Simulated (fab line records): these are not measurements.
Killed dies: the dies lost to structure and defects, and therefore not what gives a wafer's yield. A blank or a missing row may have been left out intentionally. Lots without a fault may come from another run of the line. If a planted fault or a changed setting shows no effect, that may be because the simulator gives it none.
Which tool is to blame? :: flow n5-finfet :: 19 lots, 57 wafers sampled, at 1 step of a route of 1938

## WHAT THE GAUGES SHOWED, per wafer
N5_ZERO_LAYER_INSPECT_20: inspects for defects (darkfield).
lot: L075
measured: day 1 19:16
on: defect-inspect-02
raw-defect-count: 49 78 35

lot: L076
measured: day 2 01:22
on: defect-inspect-01
raw-defect-count: 69 39 49

lot: L077
measured: day 2 07:15
on: defect-inspect-02
raw-defect-count: 17 54 36

lot: L079
measured: day 2 19:22
on: defect-inspect-02
raw-defect-count: 20 14 37

lot: L080
measured: day 3 01:16
on: defect-inspect-02
raw-defect-count: 35 24 35

lot: L081
measured: day 3 07:17
on: defect-inspect-02
raw-defect-count: 23 38 44

lot: L082
measured: day 3 13:34
on: defect-inspect-01
raw-defect-count: 29 31 23

lot: L083
measured: day 3 19:34
on: defect-inspect-01
raw-defect-count: 49 41 58

lot: L084
measured: day 4 01:33
on: defect-inspect-02
raw-defect-count: 39 45 45

lot: L085
measured: day 4 07:41
on: defect-inspect-02
raw-defect-count: 25 34 30

lot: L086
measured: day 4 13:31
on: defect-inspect-01
raw-defect-count: 26 37 35

lot: L087
measured: day 4 19:24
on: defect-inspect-01
raw-defect-count: 23 31 35

lot: L088
measured: day 5 01:25
on: defect-inspect-01
raw-defect-count: 40 60 45

lot: L089
measured: day 5 07:19
on: defect-inspect-01
raw-defect-count: 28 36 23

lot: L090
measured: day 5 13:23
on: defect-inspect-02
raw-defect-count: 21 24 17

lot: L091
measured: day 5 19:24
on: defect-inspect-02
raw-defect-count: 28 26 43

lot: L092
measured: day 6 01:36
on: defect-inspect-01
raw-defect-count: 22 18 30

lot: L093
measured: day 6 07:39
on: defect-inspect-01
raw-defect-count: 40 18 20

lot: L095
measured: day 6 19:31
on: defect-inspect-01
raw-defect-count: 26 33 33

## TOOL THAT RAN EACH LOT (tool first, then ch and the chambers of the sampled wafers, then the start)
Record: no process step prior to these readings.

## AS READ BY THE TOOLS THEMSELVES (means over the sampled wafers that have a number; for cases with no such wafer, the mark the record gives instead)
The record holds no such reading with a usual standard deviation.

## THE ANSWER, worked out from the rows above alone
Rule: the usual values come from the lots themselves. Put in order of their means at a reading, lots are off if they are a third of the lots or fewer, leave a main group of 4 or more, and stand apart from it by a gap of 3 or more times the standard deviation of the main group's means; of several such gaps the widest counts. Not used: any main group whose means are identical at the precision the tables above print for the reading. Also off: a lot with no number at a reading for which 4 or more lots have one. All remaining lots with rows at the step are treated as sound. After the gauges, taken in route order, come the tools' own readings; for these a lot's mean is taken, as printed above. The first step at which some lot is off is used, and at that step the reading that is off furthest; a lot without a number counts as furthest.
Nothing can be told from this: no lot is off at any reading shown.

## WHAT THE SIMULATOR PUT IN
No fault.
